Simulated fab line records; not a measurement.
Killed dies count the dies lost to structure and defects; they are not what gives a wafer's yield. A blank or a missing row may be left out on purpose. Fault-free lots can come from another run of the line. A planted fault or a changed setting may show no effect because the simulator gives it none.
Lot-split experiment    flow n5Finfet    route with 1938 steps; 7 lots, 21 wafers read

## ABOUT THE SPLIT
At N5_SD_EPI_N_EPI_21 (deposits Si:P, time 690 s), the setting tempC was moved away from the recipe's 680 C on 8 of the 21 wafers read, by -0.6% to +0.4%. This setting was run at the recipe's value on the other wafers.

The split's own step is where the reading is taken.

## THE READING
Si-P_of_SD_EPI_N_EPI_21.thkNm (the simulator's own value, which no gauge read), in nm, at N5_SD_EPI_N_EPI_21 (deposits Si:P, time 690 s). The file does not state a usual value for it. The 13 wafers here that ran the recipe average 59.0 nm, standard deviation 0.63 nm.

wafer   tool, chamber at the split  tempC as run, C  against the recipe  Si-P_of_SD_EPI_N_EPI_21.thkNm, nm  against lot-mates on the recipe
L078.2  epiRpcvd-02, 0              680              recipe              58.2                               -
L078.6  epiRpcvd-02, 0              680              recipe              58.2                               -
L078.5  epiRpcvd-02, 0              680              recipe              59.2                               -
L081.1  epiRpcvd-04, 0              675.6            -0.6%               55.8                               -3.7
L081.4  epiRpcvd-04, 0              680              recipe              59.6                               -
L081.5  epiRpcvd-04, 0              680              recipe              59.4                               -
L083.1  epiRpcvd-04, 0              680              recipe              59.2                               -
L083.2  epiRpcvd-04, 0              681.9            +0.3%               60.8                               +1.6
L083.3  epiRpcvd-04, 0              681.9            +0.3%               60.6                               +1.4
L088.4  epiRpcvd-01, 0              680              recipe              59.4                               -
L088.5  epiRpcvd-01, 0              681.5            +0.2%               60.6                               +1.2
L088.6  epiRpcvd-01, 0              681.5            +0.2%               60.6                               +1.2
L089.2  epiRpcvd-01, 0              680              recipe              58.4                               -
L089.3  epiRpcvd-01, 0              680              recipe              58.2                               -
L089.5  epiRpcvd-01, 0              680              recipe              58.8                               -
L090.1  epiRpcvd-02, 0              678.2            -0.3%               58.2                               -1.8
L090.2  epiRpcvd-02, 0              680              recipe              60                                 -
L090.4  epiRpcvd-02, 0              680              recipe              60                                 -
L093.1  epiRpcvd-04, 0              682.6            +0.4%               61.8                               +3.2
L093.2  epiRpcvd-04, 0              682.6            +0.4%               61.8                               +3.2
L093.6  epiRpcvd-04, 0              680              recipe              58.6                               -

THE FIT
A straight line over all 21 wafers: Si-P_of_SD_EPI_N_EPI_21.thkNm changes by +5.74 nm for each +1% of tempC; r = +0.91; the points scatter about the line by 0.58 nm.
The same after taking each lot's own level away (the mean of its wafers on the recipe; 21 wafers): +6.43 nm for each +1%; r = +0.97; scatter 0.36 nm.
Per that fit: largest tempC move, reading shift of 4.2 nm.
Across the lots, their own levels run from 58.47 to 60.00 nm, a range of 2.4 times the standard deviation given above.
In other words, the slope is changed by the lot-to-lot level; the two fits disagree.
Check: with one of the wafers moved furthest among these (-0.6%) left out of the fit, the line predicts -4.58 nm for it against its lot-mates. Against them it came out at -3.7 nm.

## ADDITIONAL SPLITS CARRIED BY THESE WAFERS
Other splits were also applied to these wafers ahead of the reading. Each is held against what the fit with the lots' levels taken away leaves over:
other split on the same wafers           wafers away from the commonest value  r with Si-P_of_SD_EPI_N_EPI_21.thkNm (lot level and that fit taken away)
N5_ZERO_LAYER_PECVD_02 timeS             8                                     +0.19
N5_PMOS_HMC_CHANNEL_EPI_PEB_07 pebTempC  12                                    +0.38
N5_PMOS_HMC_CHANNEL_EPI_DESCUM_14 timeS  8                                     +0.42
N5_FIN_SAQP_COAT_10 spinRpm              5                                     +0.17
N5_FIN_SAQP_PEB_14 pebTimeS              9                                     -0.36
N5_SD_EPI_N_EXPOSE_06 doseMj             9                                     +0.14
N5_SD_EPI_N_DEVELOP_08 developTimeS      8                                     +0.04

## FILE'S OWN FIT
Si-P_of_SD_EPI_N_EPI_21.thkNm changes by +6.27 nm for each +1% of tempC, r = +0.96.
